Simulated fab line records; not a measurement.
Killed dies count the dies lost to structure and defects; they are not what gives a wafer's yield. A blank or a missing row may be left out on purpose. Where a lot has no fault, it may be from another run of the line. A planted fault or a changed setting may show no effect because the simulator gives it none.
What tool caused it? + flow n5-finfet + 10 lots, 27 wafers sampled, at 5 steps of a route of 1938

== WHAT THE GAUGES READ, wafer by wafer ==
N5_BEOL_M4_RC_MEAS_101. Usual: DIBL_N 35.7 mV/V, standard deviation 1.5; DIBL_P 35.7 mV/V, standard deviation 2; IOFF_N 0.155 nA/um, standard deviation 0.026; IOFF_P 0.20 nA/um, standard deviation 0.031; ION_N 675 uA/um, standard deviation 11; ION_P 462 uA/um, standard deviation 7.1; SS_N 71.3 mV/dec, standard deviation 0.57; SS_P 73.1 mV/dec, standard deviation 0.56; VT_N 250 mV, standard deviation 3; VT_P -251 mV, standard deviation 3.
| lot  | measured     | on        | DIBL_N (mV/V)  | DIBL_P (mV/V)  | IOFF_N (nA/um)    | IOFF_P (nA/um) | ION_N (uA/um) | ION_P (uA/um) | SS_N (mV/dec)  | SS_P (mV/dec)  | VT_N (mV)   | VT_P (mV)      | flag |
|------|--------------|-----------|----------------|----------------|-------------------|----------------|---------------|---------------|----------------|----------------|-------------|----------------|------|
| L296 | day 8 07:52  | prober-02 | 36.7 37.2 35.3 | 36.3 36.8 34.4 | 0.153 0.171 0.142 | 0.21 0.23 0.18 | 667 673 666   | 459 459 461   | 71.6 71.7 71.2 | 72.7 73.6 72.6 | 251 250 252 | -252 -249 -251 |      |
| L298 | day 9 02:08  | prober-02 | 34.0 36.0 33.7 | 33.8 37.2 33.5 | 0.141 0.186 0.142 | 0.19 0.26 0.19 | 683 685 678   | 462 468 465   | 71.2 71.9 70.4 | 72.1 73.3 72.3 | 250 245 249 | -250 -246 -250 |      |
| L300 | day 9 07:03  | prober-02 | 36.1 37.1 35.4 | 34.7 34.5 32.9 | 0.165 0.181 0.140 | 0.21 0.20 0.18 | 674 694 678   | 460 468 464   | 72.0 72.9 71.3 | 72.9 73.0 72.6 | 248 248 251 | -251 -252 -252 |      |
| L304 | day 10 09:34 | prober-01 | 36.5 35.9 37.2 | 35.5 34.9 35.3 | 0.148 0.127 0.156 | 0.22 0.20 0.22 | 666 666 662   | 462 464 453   | 71.8 71.2 71.4 | 73.4 73.2 73.3 | 252 252 254 | -249 -250 -246 |      |
| L305 | day 10 08:38 | prober-01 | 34.8 36.7 36.9 | 33.6 35.2 35.2 | 0.122 0.161 0.152 | 0.17 0.18 0.19 | 652 677 675   | 450 459 450   | 71.1 71.2 71.0 | 73.1 73.7 72.9 | 255 248 253 | -256 -256 -256 |      |
| L307 | day 10 18:20 | prober-02 | 34.3 36.0      | 32.8 35.0      | 0.128 0.170       | 0.16 0.20      | 664 689       | 452 464       | 70.4 71.7      | 73.3 73.6      | 251 246     | -253 -251      |      |
| L309 | day 11 15:58 | prober-02 | 40.4 35.7 37.5 | 41.2 35.2 37.8 | 0.250 0.151 0.180 | 0.28 0.19 0.21 | 700 672 685   | 466 460 466   | 72.0 70.9 71.6 | 74.0 72.9 73.3 | 243 250 250 | -248 -254 -252 |      |
| L315 | day 12 22:20 | prober-01 | 34.8 36.9      | 33.1 36.3      | 0.112 0.160       | 0.18 0.23      | 654 682       | 458 474       | 71.0 71.2      | 72.4 73.0      | 255 248     | -251 -247      |      |
| L318 | day 13 23:32 | prober-01 | 35.2 36.4      | 36.7 37.6      | 0.138 0.163       | 0.18 0.20      | 667 668       | 453 456       | 70.6 71.3      | 72.6 72.7      | 251 248     | -255 -251      |      |
| L319 | day 14 08:04 | prober-02 | 36.7 37.4 35.5 | 38.3 38.4 37.9 | 0.173 0.189 0.159 | 0.21 0.22 0.21 | 680 674 683   | 466 461 462   | 72.6 71.5 72.3 | 73.2 73.3 72.8 | 247 246 249 | -251 -251 -250 |      |

== TOOL THAT RAN EACH LOT (tool first, then ch and the chambers of the sampled wafers, then the start) ==
| lot  | N5_BEOL_M0_ALD_136                  | N5_BEOL_M0_SPUTTER_132       | N5_BEOL_M0_SPUTTER_141       | N5_BEOL_M0_CO_CAP_123            |
|------|-------------------------------------|------------------------------|------------------------------|----------------------------------|
| L296 | ald-metal-03 ch 0,1, day 5 19:12    | pvd-sputter-03, day 5 19:57  | pvd-sputter-03, day 5 20:11  | cvd-co-02 ch 0,2, day 6 00:11    |
| L298 | ald-metal-03 ch 1,3, day 6 17:00    | pvd-sputter-01, day 6 17:31  | pvd-sputter-01, day 6 17:45  | cvd-co-01 ch 0,1,2, day 6 22:07  |
| L300 | ald-metal-04 ch 0,1,2, day 6 19:34  | pvd-sputter-03, day 6 20:05  | pvd-sputter-03, day 6 20:19  | cvd-co-01 ch 0,2, day 7 00:40    |
| L304 | ald-metal-01 ch 1,2, day 8 02:20    | pvd-sputter-01, day 8 03:04  | pvd-sputter-01, day 8 03:18  | cvd-co-02 ch 0,1,2, day 8 10:19  |
| L305 | ald-metal-03 ch 1,2, day 8 03:26    | pvd-sputter-02, day 8 04:00  | pvd-sputter-02, day 8 04:14  | cvd-co-02 ch 0,1,2, day 8 11:14  |
| L307 | ald-metal-01 ch 0,1, day 8 12:05    | pvd-sputter-03, day 8 12:32  | pvd-sputter-03, day 8 12:47  | cvd-co-02 ch 1,2, day 8 17:09    |
| L309 | ald-metal-03 ch 0,1,3, day 9 08:02  | pvd-sputter-01, day 9 09:43  | pvd-sputter-01, day 9 09:58  | cvd-co-01 ch 0,1,2, day 9 10:50  |
| L315 | ald-metal-03 ch 1,3, day 11 01:01   | pvd-sputter-01, day 11 01:38 | pvd-sputter-01, day 11 01:53 | cvd-co-02 ch 0,2, day 11 02:48   |
| L318 | ald-metal-01 ch 1,2, day 11 14:49   | pvd-sputter-03, day 11 15:39 | pvd-sputter-03, day 11 15:53 | cvd-co-02 ch 0,2, day 11 17:03   |
| L319 | ald-metal-03 ch 0,1,2, day 11 22:34 | pvd-sputter-03, day 11 23:20 | pvd-sputter-03, day 11 23:34 | cvd-co-01 ch 0,1,2, day 12 00:41 |
- N5_BEOL_M0_ALD_136: deposits TaN, pulse time 2 s, purge time 3 s, co reactant purge time 2 s.
- N5_BEOL_M0_SPUTTER_132: material Cu, target thk 4 nm, time 7.37 s.
- N5_BEOL_M0_SPUTTER_141: material Cu, target thk 4 nm, time 7.37 s.
- N5_BEOL_M0_CO_CAP_123: material Co, precursor CCTBA/H2, target thk 2 nm, time 102.1 s.

== WHAT THE TOOLS THEMSELVES READ (means of the sampled wafers that have a number; where no wafer has one, the mark that the record gives instead) ==
N5_BEOL_M0_ALD_136. Usual: heater-power-w 394 W, standard deviation 25; precursor-vessel-carrier-sccm 1000.3 sccm, standard deviation 2.7; precursor-vessel-pressure-torr 26.25 Torr, standard deviation 0.051.
| lot  | tool         | heater-power-w (W) | precursor-vessel-carrier-sccm (sccm) | precursor-vessel-pressure-torr (Torr) | flag |
|------|--------------|--------------------|--------------------------------------|---------------------------------------|------|
| L296 | ald-metal-03 | 393                | 997.1                                | 26.21                                 |      |
| L298 | ald-metal-03 | 408                | 1005.5                               | 26.22                                 |      |
| L300 | ald-metal-04 | 415                | 1001.3                               | 26.24                                 |      |
| L304 | ald-metal-01 | 362                | 1004.7                               | 26.27                                 |      |
| L305 | ald-metal-03 | 409                | 1003.5                               | 26.22                                 |      |
| L307 | ald-metal-01 | 390                | 998.5                                | 26.26                                 |      |
| L309 | ald-metal-03 | 398                | 999.7                                | 26.21                                 |      |
| L315 | ald-metal-03 | 414                | 1000.3                               | 26.27                                 |      |
| L318 | ald-metal-01 | 354                | 1001.1                               | 26.23                                 |      |
| L319 | ald-metal-03 | 393                | 997.9                                | 26.22                                 |      |

N5_BEOL_M0_SPUTTER_132. Usual: chuck-gas-flow-sccm 1.26 sccm, standard deviation 0.047; substrate-temp-c -20.01 C, standard deviation 0.11; throttle-valve-pct 30.4 %, standard deviation 1.3.
| lot  | tool           | chuck-gas-flow-sccm (sccm) | substrate-temp-c (C) | throttle-valve-pct (%) | flag |
|------|----------------|----------------------------|----------------------|------------------------|------|
| L296 | pvd-sputter-03 | 1.22                       | -20.10               | 32.0                   |      |
| L298 | pvd-sputter-01 | 1.23                       | -20.12               | 30.8                   |      |
| L300 | pvd-sputter-03 | 1.22                       | -19.91               | 32.1                   |      |
| L304 | pvd-sputter-01 | 1.27                       | -19.93               | 30.0                   |      |
| L305 | pvd-sputter-02 | 1.27                       | -19.92               | 30.0                   |      |
| L307 | pvd-sputter-03 | 1.27                       | -19.95               | 30.3                   |      |
| L309 | pvd-sputter-01 | 1.26                       | -19.98               | 30.2                   |      |
| L315 | pvd-sputter-01 | 1.26                       | -20.09               | 29.5                   |      |
| L318 | pvd-sputter-03 | 1.25                       | -20.09               | 30.7                   |      |
| L319 | pvd-sputter-03 | 1.26                       | -19.93               | 31.0                   |      |

N5_BEOL_M0_SPUTTER_141. Usual: chuck-gas-flow-sccm 1.26 sccm, standard deviation 0.056; substrate-temp-c -20.00 C, standard deviation 0.11; throttle-valve-pct 30.4 %, standard deviation 1.3.
| lot  | tool           | chuck-gas-flow-sccm (sccm) | substrate-temp-c (C) | throttle-valve-pct (%) | flag |
|------|----------------|----------------------------|----------------------|------------------------|------|
| L296 | pvd-sputter-03 | 1.28                       | -20.06               | 31.9                   |      |
| L298 | pvd-sputter-01 | 1.30                       | -19.92               | 30.7                   |      |
| L300 | pvd-sputter-03 | 1.23                       | -19.88               | 31.9                   |      |
| L304 | pvd-sputter-01 | 1.32                       | -20.00               | 30.1                   |      |
| L305 | pvd-sputter-02 | 1.28                       | -19.88               | 29.9                   |      |
| L307 | pvd-sputter-03 | 1.29                       | -19.92               | 30.3                   |      |
| L309 | pvd-sputter-01 | 1.30                       | -20.05               | 30.0                   |      |
| L315 | pvd-sputter-01 | 1.29                       | -19.98               | 29.4                   |      |
| L318 | pvd-sputter-03 | 1.28                       | -20.14               | 30.6                   |      |
| L319 | pvd-sputter-03 | 1.27                       | -19.99               | 30.7                   |      |

N5_BEOL_M0_CO_CAP_123. Usual: heater-power-w 258 W, standard deviation 32; run-length-s 124.5 s, standard deviation 0.38.
| lot  | tool      | heater-power-w (W) | run-length-s (s) | flag |
|------|-----------|--------------------|------------------|------|
| L296 | cvd-co-02 | 253                | 124.4            |      |
| L298 | cvd-co-01 | 249                | 124.9            |      |
| L300 | cvd-co-01 | 230                | 124.6            |      |
| L304 | cvd-co-02 | 262                | 124.3            |      |
| L305 | cvd-co-02 | 264                | 124.0            |      |
| L307 | cvd-co-02 | 280                | 124.5            |      |
| L309 | cvd-co-01 | 254                | 124.9            |      |
| L315 | cvd-co-02 | 262                | 102.6            | OFF  |
| L318 | cvd-co-02 | 265                | 102.5            | OFF  |
| L319 | cvd-co-01 | 254                | 124.6            |      |

== THE ANSWER, worked out from the rows above alone ==
Rule: lot off if the mean of its wafers having a number is beyond 3 standard deviations from the usual mean. A lot without any number at a reading at which 4 lots or more have one is off too. All remaining lots with rows at the step are treated as sound. First the gauges in route order, then the tools' own readings, where a lot's mean is used as printed above. At the first step where some lot is off, the reading lying furthest off is the one used; lots without a number count as furthest.
Off: L315, L318 (N5_BEOL_M0_CO_CAP_123, run-length-s).
A tool fits if, at that step or a process step before it, it ran every lot that is off, and no sound lot after the first of them. One fits: cvd-co-02 at N5_BEOL_M0_CO_CAP_123. A fault onset in the window from L307 (day 8 17:09, its last sound lot) to L315 (day 11 02:48, its first lot off) fits.
The tool's own readings at N5_BEOL_M0_CO_CAP_123 bear it out: on the lots that are off they differ by more than 5 times the standard deviation of the sound lots' means. run-length-s reads 102.5 s there against 124.5 s on the sound lots.

== WHAT THE SIMULATOR HAD INSERTED ==
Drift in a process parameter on cvd-co-02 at N5_BEOL_M0_CO_CAP_123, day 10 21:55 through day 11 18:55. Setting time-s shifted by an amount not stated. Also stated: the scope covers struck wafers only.
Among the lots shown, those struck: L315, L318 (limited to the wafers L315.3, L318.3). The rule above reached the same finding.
